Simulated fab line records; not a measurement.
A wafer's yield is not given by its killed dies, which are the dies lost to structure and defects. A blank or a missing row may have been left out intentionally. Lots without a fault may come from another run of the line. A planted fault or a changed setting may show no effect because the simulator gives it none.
fab line records + flow nand_harc
record
- lots=13
- wafers=39
- last_day=33
route steps=1302 shown P_ZERO_WELL@56 P_GATE@122
lots untouched by any fault: they come from a run of this same line in which no faults occurred
start_h: the number of hours between the record's first day and the start of the first shown wafer of the lot + wait_h: how many hours have passed since the lot's step before this one + " repeats the value in the row above + L1.1+2: a row that stands for several wafers + - no value, or no start given + * or withheld: withheld + < > ~ a bound
route shown NAME@n: a module of which the file shows steps, and the number in the route of the first + usual: mean/standard deviation of fault-free wafers + same: alike in all rows + chamber/n: place in a boat + sites: each site's reading + _std_site: the values' standard deviation + _edge_site: mean of outer sites minus mean of inner sites + radius_mm: for every site, how far away it sits from the centre of the wafer + mask NAME#n: copy n + behind: tool/chamber where the wafer was last shaped + hold: why the lot went on hold/how many hours it stayed there/how the hold came to an end + device: the n, p or np transistor that did not switch + end of line: the tests these same wafers got at the end of their route + a step given without rows: its recipe and nothing more + killed: dies lost to structure and defects at the first sort, not the wafer's yield + map: per-die view of a wafer (x killed, . not killed, _ where there is no die)
set.NAME: the setting as run; set.NAME@STEP: as run at that earlier step + model.NAME: the simulator's own value behind a step, which no gauge read
steps of the route over a sample of lots; a table a step, a row a wafer
services: from which hour (start_h, from the record's first day; less than 0 if before it) a tool's chamber was out of use, for how many hours, and why
## steps
# step NHARC_P_ZERO_WELL_EXPOSE_49
# recipe
- na=0.6
- target_cd_nm=2000
- dose_mj=22.64
- mask_id=P_HVPW
# usual
- focus_offset_nm=0.0/0.53
| lot.wafer | tool           | chamber | start_h | wait_h | mask        | focus_offset_nm |
|-----------|----------------|---------|---------|--------|-------------|-----------------|
| L394.1    | krf_scanner-04 | 0       | 25.52   | -      | P_HVPW#0    | 0.0             |
| L394.4    | "              | 0       | "       | "      | P_HVPW#0    | -0.5            |
| L394.6    | "              | 0       | "       | "      | P_HVPW#0    | -0.3            |
| L395.2    | krf_scanner-02 | 0       | 35.33   | -      | P_HVPW#0    | 0.1             |
| L395.5    | "              | 0       | "       | "      | P_HVPW#0    | 0.2             |
| L395.6    | "              | 0       | "       | "      | P_HVPW#0    | 0.1             |
| L396.2    | krf_scanner-03 | 0       | 45.46   | -      | P_HVPW#0    | 0.0             |
| L396.5    | "              | 0       | "       | "      | P_HVPW#0    | -0.2            |
| L396.6    | "              | 0       | "       | "      | P_HVPW#0    | 0.1             |
| L397.2    | krf_scanner-02 | 0       | 55.60   | -      | P_HVPW#0    | -0.6            |
| L397.4    | "              | 0       | "       | "      | P_HVPW#0    | -0.1            |
| L397.6    | "              | 0       | "       | "      | P_HVPW#0    | -0.2            |
| L398.3    | krf_scanner-04 | 0       | 65.61   | -      | P_HVPW#0    | -0.1            |
| L398.4    | "              | 0       | "       | "      | P_HVPW#0    | 0.4             |
| L398.6    | "              | 0       | "       | "      | P_HVPW#0    | -0.2            |
| L399.1    | krf_scanner-03 | 0       | 75.53   | -      | P_HVPW#0    | 0.4             |
| L399.2    | "              | 0       | "       | "      | P_HVPW#0    | 0.0             |
| L399.3    | "              | 0       | "       | "      | P_HVPW#0    | -0.2            |
| L400.1    | krf_scanner-04 | 0       | 85.98   | -      | P_HVPW#0    | -0.6            |
| L400.3    | "              | 0       | "       | "      | P_HVPW#0    | 0.2             |
| L400.5    | "              | 0       | "       | "      | P_HVPW#0    | -0.6            |
| L401.2    | krf_scanner-04 | 0       | 95.60   | -      | P_HVPW#0    | 0.2             |
| L401.3    | "              | 0       | "       | "      | P_HVPW#0    | 0.7             |
| L401.5    | "              | 0       | "       | "      | P_HVPW#0    | -0.9            |
| L402.1    | krf_scanner-03 | 0       | 105.72  | -      | P_HVPW#0    | -0.9            |
| L402.2    | "              | 0       | "       | "      | P_HVPW#0    | -0.3            |
| L402.5    | "              | 0       | "       | "      | P_HVPW#0    | 0.4             |
| L403.2    | krf_scanner-04 | 0       | 115.82  | -      | P_HVPW#0    | -0.2            |
| L403.4    | "              | 0       | "       | "      | P_HVPW#0    | 0.0             |
| L403.5    | "              | 0       | "       | "      | P_HVPW#0    | 0.0             |
| L406.1    | krf_scanner-03 | 0       | 145.61  | -      | P_HVPW_R1#0 | 0.4             |
| L406.3    | "              | 0       | "       | "      | P_HVPW_R1#0 | 0.4             |
| L406.4    | "              | 0       | "       | "      | P_HVPW_R1#0 | 0.6             |
| L416.2    | krf_scanner-02 | 0       | 245.59  | -      | P_HVPW#0    | -0.3            |
| L416.3    | "              | 0       | "       | "      | P_HVPW#0    | -0.4            |
| L416.4    | "              | 0       | "       | "      | P_HVPW#0    | 0.0             |
| L417.1    | krf_scanner-04 | 0       | 255.71  | -      | P_HVPW#0    | 0.2             |
| L417.2    | "              | 0       | "       | "      | P_HVPW#0    | 0.9             |
| L417.5    | "              | 0       | "       | "      | P_HVPW#0    | 0.5             |
# step NHARC_P_ZERO_WELL_CD_MEAS_52
# recipe
- target_cd_nm=2000
- landing_energy_ev=500
# usual
- cd_nm=2000.3/2.4
| lot.wafer | tool      | chamber | start_h | wait_h | cd_nm  |
|-----------|-----------|---------|---------|--------|--------|
| L394.1    | cd_sem-02 | 0       | 25.68   | -      | 2000.1 |
| L394.4    | "         | 0       | "       | "      | 2001.3 |
| L394.6    | "         | 0       | "       | "      | 2000.4 |
| L395.2    | cd_sem-02 | 0       | 35.48   | -      | 2004.1 |
| L395.5    | "         | 0       | "       | "      | 2001.6 |
| L395.6    | "         | 0       | "       | "      | 2001.9 |
| L396.2    | cd_sem-03 | 0       | 45.61   | -      | 1998.7 |
| L396.5    | "         | 0       | "       | "      | 2005.6 |
| L396.6    | "         | 0       | "       | "      | 1998.1 |
| L397.2    | cd_sem-03 | 0       | 55.75   | -      | 2001.3 |
| L397.4    | "         | 0       | "       | "      | 2003.0 |
| L397.6    | "         | 0       | "       | "      | 1997.9 |
| L398.3    | cd_sem-03 | 0       | 65.77   | -      | 1998.8 |
| L398.4    | "         | 0       | "       | "      | 1999.6 |
| L398.6    | "         | 0       | "       | "      | 2001.3 |
| L399.1    | cd_sem-03 | 0       | 75.69   | -      | 2004.0 |
| L399.2    | "         | 0       | "       | "      | 1997.7 |
| L399.3    | "         | 0       | "       | "      | 2001.1 |
| L400.1    | cd_sem-03 | 0       | 86.14   | -      | 2000.6 |
| L400.3    | "         | 0       | "       | "      | 1994.4 |
| L400.5    | "         | 0       | "       | "      | 1998.4 |
| L401.2    | cd_sem-01 | 0       | 95.75   | -      | 1996.2 |
| L401.3    | "         | 0       | "       | "      | 2003.4 |
| L401.5    | "         | 0       | "       | "      | 2004.7 |
| L402.1    | cd_sem-03 | 0       | 105.88  | -      | 1996.7 |
| L402.2    | "         | 0       | "       | "      | 1998.7 |
| L402.5    | "         | 0       | "       | "      | 1999.2 |
| L403.2    | cd_sem-02 | 0       | 115.97  | -      | 1999.8 |
| L403.4    | "         | 0       | "       | "      | 2000.7 |
| L403.5    | "         | 0       | "       | "      | 2005.6 |
| L406.1    | cd_sem-02 | 0       | 145.76  | -      | 1910.0 |
| L406.3    | "         | 0       | "       | "      | 1911.5 |
| L406.4    | "         | 0       | "       | "      | 1913.6 |
| L416.2    | cd_sem-02 | 0       | 245.74  | -      | 2002.2 |
| L416.3    | "         | 0       | "       | "      | 2001.9 |
| L416.4    | "         | 0       | "       | "      | 2005.2 |
| L417.1    | cd_sem-02 | 0       | 255.86  | -      | 2000.3 |
| L417.2    | "         | 0       | "       | "      | 1998.6 |
| L417.5    | "         | 0       | "       | "      | 2003.0 |
# step NHARC_P_GATE_CD_MEAS_11
# recipe
- target_cd_nm=1640
- landing_energy_ev=500
# usual
- cd_nm=1641.7/2.9
| lot.wafer | tool      | chamber | start_h | wait_h | cd_nm  |
|-----------|-----------|---------|---------|--------|--------|
| L394.1    | cd_sem-01 | 0       | 91.56   | -      | 1643.6 |
| L394.4    | "         | 0       | "       | "      | 1643.2 |
| L394.6    | "         | 0       | "       | "      | 1639.4 |
| L395.2    | cd_sem-02 | 0       | 98.35   | -      | 1639.3 |
| L395.5    | "         | 0       | "       | "      | 1642.9 |
| L395.6    | "         | 0       | "       | "      | 1645.3 |
| L396.2    | cd_sem-03 | 0       | 106.49  | -      | 1638.2 |
| L396.5    | "         | 0       | "       | "      | 1641.0 |
| L396.6    | "         | 0       | "       | "      | 1639.7 |
| L397.2    | cd_sem-01 | 0       | 114.18  | -      | 1640.8 |
| L397.4    | "         | 0       | "       | "      | 1641.5 |
| L397.6    | "         | 0       | "       | "      | 1643.2 |
| L398.3    | cd_sem-01 | 0       | 121.25  | -      | 1644.5 |
| L398.4    | "         | 0       | "       | "      | 1643.5 |
| L398.6    | "         | 0       | "       | "      | 1644.0 |
| L399.1    | cd_sem-02 | 0       | 128.05  | -      | 1642.9 |
| L399.2    | "         | 0       | "       | "      | 1643.4 |
| L399.3    | "         | 0       | "       | "      | 1645.7 |
| L400.1    | cd_sem-03 | 0       | 140.21  | -      | 1642.6 |
| L400.3    | "         | 0       | "       | "      | 1648.5 |
| L400.5    | "         | 0       | "       | "      | 1642.5 |
| L401.2    | cd_sem-02 | 0       | 152.87  | -      | 1641.1 |
| L401.3    | "         | 0       | "       | "      | 1645.2 |
| L401.5    | "         | 0       | "       | "      | 1639.5 |
| L402.1    | cd_sem-02 | 0       | 161.17  | -      | 1640.0 |
| L402.2    | "         | 0       | "       | "      | 1640.2 |
| L402.5    | "         | 0       | "       | "      | 1644.0 |
| L403.2    | cd_sem-03 | 0       | 172.14  | -      | 1637.8 |
| L403.4    | "         | 0       | "       | "      | 1637.0 |
| L403.5    | "         | 0       | "       | "      | 1640.2 |
| L406.1    | cd_sem-01 | 0       | 200.19  | -      | 1640.5 |
| L406.3    | "         | 0       | "       | "      | 1642.5 |
| L406.4    | "         | 0       | "       | "      | 1637.8 |
| L416.2    | cd_sem-01 | 0       | 298.63  | -      | 1640.8 |
| L416.3    | "         | 0       | "       | "      | 1637.1 |
| L416.4    | "         | 0       | "       | "      | 1641.8 |
| L417.1    | cd_sem-02 | 0       | 311.76  | -      | 1636.0 |
| L417.2    | "         | 0       | "       | "      | 1634.8 |
| L417.5    | "         | 0       | "       | "      | 1635.4 |
# step NHARC_P_GATE_DEP_103
# recipe
- target_thk_a=300
- target_thk_nm=30
- temp_c=400
- flow_sccm=200
- rf_w=350
- material=SiON
# usual
- heater_power_w=709/77
| lot.wafer | tool     | chamber | start_h | wait_h | heater_power_w |
|-----------|----------|---------|---------|--------|----------------|
| L394.1    | pecvd-03 | 1       | 105.25  | 0.6    | 742            |
| L394.4    | "        | 0       | "       | "      | 615            |
| L394.6    | "        | 1       | "       | "      | 742            |
| L395.2    | pecvd-03 | 1       | 112.09  | 0.4    | 771            |
| L395.5    | "        | 1       | "       | "      | 759            |
| L395.6    | "        | 2       | "       | "      | 709            |
| L396.2    | pecvd-03 | 0       | 125.69  | 0.5    | 626            |
| L396.5    | "        | 2       | "       | "      | 726            |
| L396.6    | "        | 0       | "       | "      | 625            |
| L397.2    | pecvd-03 | 1       | 133.02  | 0.5    | 767            |
| L397.6    | "        | 1       | "       | "      | 749            |
| L397.4    | "        | 2       | "       | "      | 712            |
| L398.3    | pecvd-03 | 0       | 139.66  | 0.3    | 598            |
| L398.6    | "        | 0       | "       | "      | 568            |
| L398.4    | "        | 2       | "       | "      | 713            |
| L399.3    | pecvd-03 | 1       | 142.75  | 0.3    | 684            |
| L399.2    | "        | 2       | "       | "      | 695            |
| L399.1    | "        | 0       | "       | "      | 543            |
| L400.3    | pecvd-04 | 1       | 154.56  | 0.4    | 784            |
| L400.1    | "        | 2       | "       | "      | 663            |
| L400.5    | "        | 0       | "       | "      | 643            |
| L401.3    | pecvd-03 | 1       | 167.53  | 0.3    | 793            |
| L401.2    | "        | 0       | "       | "      | 553            |
| L401.5    | "        | 2       | "       | "      | 741            |
| L402.1    | pecvd-03 | 0       | 174.42  | 0.6    | 564            |
| L402.2    | "        | 1       | "       | "      | 799            |
| L402.5    | "        | 0       | "       | "      | 558            |
| L403.2    | pecvd-02 | 2       | 194.09  | 0.5    | 789            |
| L403.5    | "        | 0       | "       | "      | 757            |
| L403.4    | "        | 2       | "       | "      | 810            |
| L406.1    | pecvd-03 | 0       | 214.71  | 0.6    | 641            |
| L406.4    | "        | 2       | "       | "      | 763            |
| L406.3    | "        | 0       | "       | "      | 650            |
| L416.3    | pecvd-02 | 2       | 313.58  | 0.3    | 755            |
| L416.2    | "        | 1       | "       | "      | 745            |
| L416.4    | "        | 2       | "       | "      | 760            |
| L417.2    | pecvd-04 | 2       | 326.78  | 0.5    | 627            |
| L417.1    | "        | 1       | "       | "      | 780            |
| L417.5    | "        | 0       | "       | "      | 704            |
# step NHARC_P_GATE_OVL_MEAS_27
# usual
- overlay_x_nm=0.0/0.95
- overlay_y_nm=0.1/0.92
| lot.wafer | tool       | chamber | start_h | wait_h | overlay_x_nm | overlay_y_nm |
|-----------|------------|---------|---------|--------|--------------|--------------|
| L394.1    | overlay-02 | -       | 105.99  | -      | -1.3         | 2.1          |
| L394.4    | "          | -       | "       | "      | -1.3         | 2.4          |
| L394.6    | "          | -       | "       | "      | -1.0         | 1.9          |
| L395.2    | overlay-02 | -       | 112.86  | -      | -0.1         | 0.0          |
| L395.5    | "          | -       | "       | "      | 0.2          | -0.4         |
| L395.6    | "          | -       | "       | "      | 0.3          | 0.6          |
| L396.2    | overlay-02 | -       | 126.28  | -      | -0.9         | 0.5          |
| L396.5    | "          | -       | "       | "      | -0.5         | 0.3          |
| L396.6    | "          | -       | "       | "      | -0.8         | 0.8          |
| L397.2    | overlay-02 | -       | 133.79  | -      | 0.8          | -0.4         |
| L397.4    | "          | -       | "       | "      | 1.1          | -0.9         |
| L397.6    | "          | -       | "       | "      | 0.9          | -0.3         |
| L398.3    | overlay-01 | -       | 140.31  | -      | -0.3         | -0.6         |
| L398.4    | "          | -       | "       | "      | -1.0         | -0.9         |
| L398.6    | "          | -       | "       | "      | -0.8         | -0.1         |
| L399.1    | overlay-02 | -       | 143.51  | -      | -0.9         | -0.7         |
| L399.2    | "          | -       | "       | "      | -0.4         | -0.5         |
| L399.3    | "          | -       | "       | "      | -0.6         | -0.9         |
| L400.1    | overlay-01 | -       | 155.18  | -      | 0.3          | -0.5         |
| L400.3    | "          | -       | "       | "      | 0.0          | -1.0         |
| L400.5    | "          | -       | "       | "      | 0.4          | -0.4         |
| L401.2    | overlay-02 | -       | 168.30  | -      | -0.8         | -0.4         |
| L401.3    | "          | -       | "       | "      | -0.1         | -1.2         |
| L401.5    | "          | -       | "       | "      | -0.3         | -0.7         |
| L402.1    | overlay-02 | -       | 175.19  | -      | 0.5          | 1.5          |
| L402.2    | "          | -       | "       | "      | 0.2          | 0.9          |
| L402.5    | "          | -       | "       | "      | 0.6          | 1.2          |
| L403.2    | overlay-02 | -       | 194.80  | -      | 0.8          | 0.9          |
| L403.4    | "          | -       | "       | "      | 0.5          | 1.0          |
| L403.5    | "          | -       | "       | "      | 0.2          | 0.6          |
| L406.1    | overlay-01 | -       | 215.52  | -      | -0.5         | -1.4         |
| L406.3    | "          | -       | "       | "      | -0.2         | -1.1         |
| L406.4    | "          | -       | "       | "      | -0.5         | -1.3         |
| L416.2    | overlay-01 | -       | 314.35  | -      | -0.2         | 1.4          |
| L416.3    | "          | -       | "       | "      | 0.4          | 1.2          |
| L416.4    | "          | -       | "       | "      | 0.2          | 1.1          |
| L417.1    | overlay-02 | -       | 327.55  | -      | 0.8          | -0.5         |
| L417.2    | "          | -       | "       | "      | -0.4         | -0.7         |
| L417.5    | "          | -       | "       | "      | -0.8         | -0.8         |
## services
| tool           | chamber | start_h | hours | kind   |
|----------------|---------|---------|-------|--------|
| pecvd-03       | -       | 4.05    | 13.0  | pm     |
| krf_scanner-04 | -       | 10.00   | 4.0   | pm     |
| pecvd-04       | -       | 12.45   | 0.5   | repair |
| pecvd-02       | -       | 16.37   | 2.1   | repair |
| pecvd-03       | -       | 30.10   | 1.1   | repair |
| pecvd-02       | -       | 46.10   | 13.0  | pm     |
| krf_scanner-03 | -       | 50.16   | 11.9  | repair |
| krf_scanner-02 | -       | 50.25   | 2.2   | repair |
| krf_scanner-03 | -       | 62.09   | 4.0   | pm     |
| pecvd-03       | -       | 63.42   | 13.8  | repair |
| krf_scanner-04 | -       | 76.00   | 0.5   | repair |
| pecvd-04       | -       | 88.01   | 13.0  | pm     |
| krf_scanner-02 | -       | 94.00   | 4.0   | pm     |
| krf_scanner-02 | -       | 103.35  | 1.8   | repair |
| pecvd-02       | 2       | 111.25  | 14.1  | repair |
| krf_scanner-03 | -       | 127.94  | 2.4   | repair |
| krf_scanner-02 | -       | 179.07  | 0.4   | repair |
| krf_scanner-04 | -       | 182.00  | 4.0   | pm     |
| pecvd-03       | -       | 185.05  | 13.0  | pm     |
| krf_scanner-02 | -       | 209.52  | 1.2   | repair |
| krf_scanner-03 | -       | 234.09  | 4.0   | pm     |
| krf_scanner-02 | -       | 266.02  | 4.0   | pm     |
| krf_scanner-04 | -       | 313.46  | 0.6   | repair |
| krf_scanner-04 | -       | 315.37  | 3.7   | repair |
## key
first_sign
- step=NHARC_P_ZERO_WELL_EXPOSE_49
- reading=mask
- direction=changed
effect
- step=NHARC_P_ZERO_WELL_CD_MEAS_52
- reading=cd_nm
- direction=down
- sigmas=38
- usual=2000.3
- struck=1911.7
met_at NHARC_P_ZERO_WELL_EXPOSE_49
struck_lots L406
tester_left_out L406
not_acting_at NHARC_P_GATE_CD_MEAS_11,NHARC_P_GATE_DEP_103,NHARC_P_GATE_OVL_MEAS_27
onset_between 105.72 145.61
fault
- kind=wrong_mask
- tool=any
- chamber=-
- onset_h=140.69
- steps=NHARC_P_ZERO_WELL_EXPOSE_49
- aux_copy=P_HVPW_R1#0
- cd_offset_nm=-88.294
- scope=struck_lots_only
# tester_left_out: of these lots the tester's yield and bins aren't shown, on N5 and GAA mostly nor the transistor test; their killed dies are dies lost to structure and defects alone, not to doping, threshold or leakage, so they don't give the yield
